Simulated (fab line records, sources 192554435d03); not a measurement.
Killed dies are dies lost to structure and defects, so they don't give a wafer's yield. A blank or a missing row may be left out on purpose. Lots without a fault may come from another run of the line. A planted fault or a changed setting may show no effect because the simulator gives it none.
A struck lot beside a sound one | flow n5_finfet | 15 steps out of a route of 1938
Sound: wafers L462.1, L462.4, L462.5. Struck: wafers L464.1, L464.3. The cause comes at the end.
At each step with rows: each side's tool, then ch and its chambers, then its first start. Under that, the readings that differ: sound wafers | struck wafers | difference of the means | sigmas: that difference in standard deviations of wafers without a fault.
alike: readings whose means differ by less than 2 such deviations, and words and numbers that are the same on both sides. not compared: withheld readings, readings that some wafer has no value for, bounds like >300 that may hide the same value, and numbers for which the record gives no deviation and whose values overlap.
The two part at a step that has a row with sigmas, a row that says differs or no value, or rows on one side only. Numbers that don't overlap but have no deviation are shown without sigmas and don't part them. A reading that every wafer of one side lacks parts them only if that side has two wafers or more.

first, 1 step without rows for these wafers: N5_FIN_SAQP_ETCH_65 (etches SiO2 in CF4, target depth 4 nm, time 4.4 s).
N5_FIN_SAQP_MANDREL_ETCH_58: etches a-Si in HBr/Cl2, stops on SiNx, target depth 45 nm, bt time 10 s, time 27 s.
  sound on rie_si-04 ch 1,3, day 3 12:12; struck on rie_si-03 ch 1,2, day 4 00:28
  reading                | sound          | struck    | difference | sigmas
  throttle_valve_pct (%) | 34.9 35.1 34.9 | 35.5 36.1 | +0.8       | +3
  alike: drypump_motor_current_A, oes_product_au
  not compared: rf_hours_counter_h
N5_FIN_SAQP_RECESS_63: chemistry HF/NH3, target SiO2, target depth 18 nm, afs cycles 3, sublimation time 60 s.
  sound on vapor_etch-02 ch 0,1, day 3 12:17; struck on vapor_etch-02 ch 1, day 4 00:33
  alike: drypump_motor_current_A, foreline_p_Torr
then, 3 steps without rows for these wafers: N5_FIN_SAQP_COAT_68 (time 60 s, resist thk 100 nm); N5_FIN_SAQP_ETCH_69 (etches SOC in N2/H2, stops on SiNx, target depth 150 nm); N5_FIN_SAQP_ETCH_67 (etches SiNx in CH3F/O2, target depth 30 nm).
N5_FIN_SAQP_STRIP_70: strips in N2/H2.
  sound on rie_diel-05 ch 0,3, day 3 12:50; struck on rie_diel-05 ch 0,1, day 4 01:06
  alike: drypump_motor_current_A, n2_flow_sccm, oes_product_au, power_w, rf_vpp_V, showerhead_plenum_p_Torr, throttle_valve_pct
  not compared: rf_hours_counter_h
then, 2 steps without rows for these wafers: N5_FIN_SAQP_RECESS_71 (chemistry HF/NH3, target SiO2, target depth 3 nm, afs cycles 1, sublimation time 60 s); N5_FIN_SAQP_SPACER2_ALD_28 (deposits SiO2, target thk 8.1 nm, pulse time 1 s, purge time 2 s).
N5_FIN_SAQP_SPACER2_ETCHBACK_29: etches SiO2 in CHF3/O2, target depth 12.2 nm, time 6.1 s.
  sound on rie_diel-06 ch 0,2,3, day 3 13:38; struck on rie_diel-01 ch 0,3, day 4 01:38
  alike: drypump_motor_current_A, oes_product_au, rf_vpp_V, showerhead_plenum_p_Torr, throttle_valve_pct
  not compared: rf_hours_counter_h
N5_FIN_SAQP_MANDREL2_REMOVE_60: chemistry HBr/Cl2/O2, target a-Si, stops on SiNx, bt time 10 s.
  sound on rie_si-03 ch 0,1,3, day 3 13:43; struck on rie_si-01 ch 1,3, day 4 01:43
  alike: drypump_motor_current_A, oes_product_au, throttle_valve_pct
  not compared: rf_hours_counter_h
N5_FIN_SAQP_CD_MEAS_31: target cd 8 nm.
  sound on cd_sem-03 ch 0, day 3 13:50; struck on cd_sem-03 ch 0, day 4 01:50
  alike: cd_nm
N5_FIN_SAQP_HM_OPEN_33: chemistry CH3F/O2, target SiNx, target depth 49.4 nm, time 70.6 s.
  sound on rie_diel-06 ch 0,3, day 3 13:53; struck on rie_diel-01 ch 0,1, day 4 01:53
  reading               | sound             | struck      | difference | sigmas
  etch_rf_on_time_s (s) | 69.8 67.7 68.3    | 39.6 39.3   | -29.1      | -21
  oes_product_au (a.u.) | 0.62 0.69 0.69    | 0.92 1.02   | +0.30      | +5
  rf_fwd_power_W (W)    | 392.6 391.9 390.7 | 387.7 386.8 | -4.5       | -3
  alike: CH3F_flow_sccm, drypump_motor_current_A, rf_vpp_V, showerhead_plenum_p_Torr, throttle_valve_pct
  not compared: rf_hours_counter_h
then, 1 step without rows for these wafers: N5_FIN_SAQP_ETCH_34 (etches SiO2 in C4F6/O2, target depth 45 nm, time 15 s).
-- the record jumps here: 6 days lie between the struck wafers' starts before and after (it left off in module FIN_SAQP and takes up again in module BEOL_M4, whose first step shown is number 1111 of the route) --
N5_BEOL_M4_RC_MEAS_101:
  sound on prober-01 ch 0, day 9 23:02; struck on prober-01 ch 0, day 10 04:49
  alike: DIBL_N, DIBL_P, IOFF_N, IOFF_P, ION_N, ION_P, SS_N, SS_P, VT_N, VT_P

WHERE THEY PART
First at N5_FIN_SAQP_MANDREL_ETCH_58; last, within this record, at N5_FIN_SAQP_HM_OPEN_33. Later steps at which nothing parts them and some readings are alike: N5_BEOL_M4_RC_MEAS_101.

WHY: what the simulator had put in
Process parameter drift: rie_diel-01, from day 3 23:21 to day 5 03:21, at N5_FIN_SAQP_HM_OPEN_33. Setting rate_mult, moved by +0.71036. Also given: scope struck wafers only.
